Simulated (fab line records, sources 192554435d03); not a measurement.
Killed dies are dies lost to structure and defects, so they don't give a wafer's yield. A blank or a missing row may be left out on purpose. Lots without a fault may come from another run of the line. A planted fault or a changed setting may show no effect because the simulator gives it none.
A struck lot beside a sound one | flow n5_finfet | 34 steps out of a route of 1938
Sound: wafers L996.1, L996.5, L996.6. Struck: wafers L105.3, L105.4, L105.5. The cause comes at the end.
At each step with rows: each side's tool, then ch and its chambers, then its first start. Under that, the readings that differ: sound wafers | struck wafers | difference of the means | sigmas: that difference in standard deviations of wafers without a fault.
alike: readings whose means differ by less than 2 such deviations, and words and numbers that are the same on both sides. not compared: withheld readings, readings that some wafer has no value for, bounds like >300 that may hide the same value, and numbers for which the record gives no deviation and whose values overlap.
The two part at a step that has a row with sigmas, a row that says differs or no value, or rows on one side only. Numbers that don't overlap but have no deviation are shown without sigmas and don't part them. A reading that every wafer of one side lacks parts them only if that side has two wafers or more.

first, 10 steps without rows for these wafers: N5_BEOL_M10_STRIP_36 (strips in N2/H2); N5_BEOL_M10_TRENCH_ETCH_37 (etches SiCOH lowk in C4F6/O2, target depth 148.83 nm, time 48 s); N5_BEOL_M10_ETCH_41 (etches SiCN in CH3F/O2, target depth 42.6 nm, time 86 s); N5_BEOL_M10_STRIP_77 (strips in N2/H2, time 10 s); N5_BEOL_M10_HM_STRIP_39 (strips TiN in peroxide tin strip, target depth 25 nm, time 158 s); N5_BEOL_M10_SRD_40 (time 30 s); N5_BEOL_M10_PRECLEAN_42 (cleans in residue remover, time 60 s); N5_BEOL_M10_SRD_43 (time 30 s); N5_BEOL_M10_CURE_72 (cures SiCOH lowk, time 120 s); N5_BEOL_M10_DEGAS_44 (time 60 s).
N5_BEOL_M10_PRE_CLEAN_45: time 30 s.
  sound on pvd_sputter-01, day 13 05:35; struck on pvd_sputter-03, day 14 22:40
  alike: heater_power_w
then, 22 steps without rows for these wafers: N5_BEOL_M10_ALD_74 (deposits TaN, target thk 2 nm, pulse time 2 s, purge time 3 s); N5_BEOL_M10_SURFACE_TREAT_76; N5_BEOL_M10_CVD_75 (deposits Co from CCTBA/H2, target thk 2 nm, time 138.9 s); N5_BEOL_M10_SPUTTER_48 (material Cu, target thk 12 nm, time 2 s); N5_BEOL_M10_ECD_50 (material Cu, target thk 318 nm); N5_BEOL_M10_ANNEAL_51 (time 90 s); N5_BEOL_M10_CMP_52 (polishes, stops on SiCOH lowk, t overpolish 7 s, target thk 140 nm); N5_BEOL_M10_PRE_CLEAN_55 (time 15 s); N5_BEOL_M10_DEP_56 (deposits SiCN from 3MS/NH3, target thk 15 nm, time 26.5 s); N5_BEOL_M11_ILD_DEP_00 (deposits SiCOH lowk from DEMS/porogen, target thk 308.51 nm, time 58 s); N5_BEOL_M11_CURE_71 (cures SiCOH lowk, time 240 s); N5_BEOL_M11_PECVD_70 (deposits SiO2 from TEOS/O2, target thk 20 nm, time 22.7 s); N5_BEOL_M11_HM_DEP_02 (deposits TiN, target thk 20 nm); N5_BEOL_M11_COAT_59 (time 60 s, resist thk 100 nm); N5_BEOL_M11_COAT_60 (time 60 s, resist thk 30 nm); N5_BEOL_M11_COAT_05 (resist thk 90 nm); N5_BEOL_M11_EBR_07; N5_BEOL_M11_SOFTBAKE_06 (time 60 s); N5_BEOL_M11_EXPOSE_08 (exposes mask M11); N5_BEOL_M11_PEB_09 (peb time 60 s); N5_BEOL_M11_DEVELOP_10 (develop time 30 s); N5_BEOL_M11_DESCUM_16 (chemistry O2, time 7.9 s).
-- the record jumps here: 2 days lie between the struck wafers' starts before and after (it left off in module BEOL_M11 and takes up again in module PASSIVATION, whose first step shown is number 1936 of the route) --
N5_PASSIVATION_PROBE_49:
  sound on prober-02, day 15 07:29; struck on prober-02, day 17 07:25
  reading                  | sound          | struck         | difference | sigmas
  defect_limited_yield (%) | 89.7 91.6 92.0 | 86.9 83.6 86.9 | -5.3       | -4
  killed_at_M4_up          | 8 10 8         | 78 120 81      | +84        | +14
  killed_dies              | 121 99 94      | 155 194 154    | +63        | +4
  sort_bin_5_function (%)  | 5.5 5.2 4.4    | 8.1 11.0 8.9   | +4.3       | +5
  sort_n_pass              | 1059 1081 1086 | 1025 986 1026  | -63        | -2
  sort_yield_pct (%)       | 89.7 91.6 92.0 | 86.9 83.6 86.9 | -5.3       | -2
  alike: killed_at_M0_to_M3, killed_at_contacts, killed_at_front_end, killed_at_other, killed_open, killed_short, sort_bin_4_leakage, sort_bin_6_memory

WHERE THEY PART
Only at N5_PASSIVATION_PROBE_49, within this record.

WHY: what the simulator had put in
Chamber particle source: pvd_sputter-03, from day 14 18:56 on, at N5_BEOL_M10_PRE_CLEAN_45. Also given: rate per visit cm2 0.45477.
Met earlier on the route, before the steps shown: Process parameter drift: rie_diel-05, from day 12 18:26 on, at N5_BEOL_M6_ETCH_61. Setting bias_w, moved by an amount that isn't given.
